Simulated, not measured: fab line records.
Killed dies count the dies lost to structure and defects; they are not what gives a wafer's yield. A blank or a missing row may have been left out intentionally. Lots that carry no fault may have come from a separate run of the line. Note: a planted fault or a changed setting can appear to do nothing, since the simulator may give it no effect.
Chamber matching | flow n5_finfet | 4 sister chambers for N5_SD_EPI_N_ETCH_34 on rie_diel-04
The step etches SiARC in CF4, target depth 45.5 nm, time 75.8 s. 4 wafers are shown with their chamber, then 12 later ones without.

## WAFERS WITH THEIR CHAMBER
wafer  | chamber | drypump_motor_current_A (A)
L088.2 | 3       | 5.6
L089.2 | 2       | 5.0
L089.5 | 1       | 5.2
L089.6 | 0       | 5.8

## WAFERS WHOSE CHAMBER IS MISSING
wafer  | drypump_motor_current_A (A)
L090.4 | 5.6
L090.5 | 5.6
L090.6 | 4.9
L092.1 | 5.2
L092.2 | 5.8
L092.5 | 5.2
L093.1 | 5.6
L093.4 | 5.0
L093.5 | 5.2
L097.2 | 5.2
L097.4 | 5.0
L097.5 | 5.9

## WHICH CHAMBER EACH ONE RAN IN
wafer  | from the rows above | in truth
L090.4 | 3                   | 3
L090.5 | 3                   | 3
L090.6 | 2                   | 2
L092.1 | 1                   | 1
L092.2 | 0                   | 0
L092.5 | 1                   | 1
L093.1 | 3                   | 3
L093.4 | 2                   | 2
L093.5 | 1                   | 1
L097.2 | 1                   | 1
L097.4 | 2                   | 2
L097.5 | 0                   | 0
12 of 12 placed correctly. Left unplaced by these rows: 0. Placed wrongly: 0.
How it was worked out, from the rows above alone: a wafer's distance from a chamber is the root of the sum, over the readings, of the square of ((its reading less the chamber's mean) divided by the reading's scatter). If the next closest chamber is less than 2 further off than the closest, the wafer can't be placed; otherwise it belongs to the closest. Each chamber's mean is taken over the wafers shown for it. The scatter: root of mean squared gap, hidden wafer to nearest shown wafer, with one shown wafer a chamber.
